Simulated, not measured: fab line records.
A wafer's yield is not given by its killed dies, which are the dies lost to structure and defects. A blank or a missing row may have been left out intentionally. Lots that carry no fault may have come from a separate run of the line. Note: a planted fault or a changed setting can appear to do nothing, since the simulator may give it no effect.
Chamber matching :: flow n5_finfet :: N5_BEOL_M5_PRE_CLEAN_77 on cvd_co-02: 3 sister chambers
The step time 15 s. 30 wafers are shown with their chamber, then 12 later ones without.

## WAFERS PAIRED WITH THEIR CHAMBERS
wafer: L077.2
chamber: 2
heater_power_w (W): 61
rf_fwd_power_W (W): 295.9

wafer: L077.5
chamber: 0
heater_power_w (W): 101
rf_fwd_power_W (W): 297.7

wafer: L077.6
chamber: 2
heater_power_w (W): 61
rf_fwd_power_W (W): 295.9

wafer: L078.1
chamber: 1
heater_power_w (W): 91
rf_fwd_power_W (W): 298.2

wafer: L078.3
chamber: 0
heater_power_w (W): 102
rf_fwd_power_W (W): 297.3

wafer: L078.6
chamber: 0
heater_power_w (W): 103
rf_fwd_power_W (W): 297.0

wafer: L081.2
chamber: 2
heater_power_w (W): 63
rf_fwd_power_W (W): 295.7

wafer: L081.5
chamber: 1
heater_power_w (W): 92
rf_fwd_power_W (W): 299.3

wafer: L081.6
chamber: 0
heater_power_w (W): 102
rf_fwd_power_W (W): 297.1

wafer: L083.3
chamber: 1
heater_power_w (W): 93
rf_fwd_power_W (W): 298.1

wafer: L083.4
chamber: 1
heater_power_w (W): 90
rf_fwd_power_W (W): 296.9

wafer: L083.5
chamber: 2
heater_power_w (W): 63
rf_fwd_power_W (W): 295.3

wafer: L084.3
chamber: 2
heater_power_w (W): 61
rf_fwd_power_W (W): 295.3

wafer: L084.4
chamber: 2
heater_power_w (W): 62
rf_fwd_power_W (W): 294.3

wafer: L084.6
chamber: 1
heater_power_w (W): 90
rf_fwd_power_W (W): 298.9

wafer: L086.2
chamber: 2
heater_power_w (W): 64
rf_fwd_power_W (W): 295.1

wafer: L086.3
chamber: 1
heater_power_w (W): 91
rf_fwd_power_W (W): 299.7

wafer: L086.5
chamber: 0
heater_power_w (W): 100
rf_fwd_power_W (W): 297.4

wafer: L085.2
chamber: 0
heater_power_w (W): 103
rf_fwd_power_W (W): 297.7

wafer: L085.4
chamber: 1
heater_power_w (W): 91
rf_fwd_power_W (W): 299.7

wafer: L085.5
chamber: 2
heater_power_w (W): 61
rf_fwd_power_W (W): 295.7

wafer: L088.1
chamber: 0
heater_power_w (W): 101
rf_fwd_power_W (W): 295.6

wafer: L088.3
chamber: 2
heater_power_w (W): 64
rf_fwd_power_W (W): 296.6

wafer: L088.5
chamber: 2
heater_power_w (W): 63
rf_fwd_power_W (W): 296.1

wafer: L090.2
chamber: 0
heater_power_w (W): 101
rf_fwd_power_W (W): 296.5

wafer: L090.5
chamber: 2
heater_power_w (W): 62
rf_fwd_power_W (W): 293.8

wafer: L090.6
chamber: 1
heater_power_w (W): 91
rf_fwd_power_W (W): 299.3

wafer: L091.1
chamber: 2
heater_power_w (W): 62
rf_fwd_power_W (W): 295.4

wafer: L091.2
chamber: 1
heater_power_w (W): 92
rf_fwd_power_W (W): 299.1

wafer: L091.6
chamber: 0
heater_power_w (W): 102
rf_fwd_power_W (W): 295.2

SIGNATURES (means of the wafers above)
reading: heater_power_w
chamber 0: 101.67
chamber 1: 91.22
chamber 2: 62.25
scatter within a chamber: 1.05

reading: rf_fwd_power_W
chamber 0: 296.833
chamber 1: 298.800
chamber 2: 295.425
scatter within a chamber: 0.852
Rule: for a wafer and a chamber, the distance is found by dividing, reading by reading, the gap between the wafer's reading and the chamber's mean by the reading's scatter, squaring, summing and taking the root. If the next closest chamber is less than 2 further off than the closest, the wafer can't be placed; otherwise it belongs to the closest. How the scatter is found: for the shown wafers, subtract from each reading the mean of its chamber, square and add these, divide the total by (wafers less chambers), then take the root.

## WAFERS WHOSE CHAMBER IS MISSING
wafer: L092.1
heater_power_w (W): 93
rf_fwd_power_W (W): 299.3

wafer: L092.3
heater_power_w (W): 65
rf_fwd_power_W (W): 295.7

wafer: L092.4
heater_power_w (W): 104
rf_fwd_power_W (W): 298.2

wafer: L094.1
heater_power_w (W): 63
rf_fwd_power_W (W): 294.7

wafer: L094.2
heater_power_w (W): 92
rf_fwd_power_W (W): 298.4

wafer: L094.3
heater_power_w (W): 103
rf_fwd_power_W (W): 296.2

wafer: L095.2
heater_power_w (W): 64
rf_fwd_power_W (W): 294.7

wafer: L095.3
heater_power_w (W): 101
rf_fwd_power_W (W): 296.6

wafer: L095.5
heater_power_w (W): 62
rf_fwd_power_W (W): 294.8

wafer: L096.2
heater_power_w (W): 93
rf_fwd_power_W (W): 297.2

wafer: L096.4
heater_power_w (W): 92
rf_fwd_power_W (W): 297.7

wafer: L096.5
heater_power_w (W): 63
rf_fwd_power_W (W): 294.3

## THE CHAMBER EACH PASSED THROUGH
wafer: L092.1
from the rows above: 1
in truth: 1

wafer: L092.3
from the rows above: 2
in truth: 2

wafer: L092.4
from the rows above: 0
in truth: 0

wafer: L094.1
from the rows above: 2
in truth: 2

wafer: L094.2
from the rows above: 1
in truth: 1

wafer: L094.3
from the rows above: 0
in truth: 0

wafer: L095.2
from the rows above: 2
in truth: 2

wafer: L095.3
from the rows above: 0
in truth: 0

wafer: L095.5
from the rows above: 2
in truth: 2

wafer: L096.2
from the rows above: 1
in truth: 1

wafer: L096.4
from the rows above: 1
in truth: 1

wafer: L096.5
from the rows above: 2
in truth: 2
Correctly placed: 12 of 12. Number that these rows cannot place: 0. Number placed wrongly: 0.
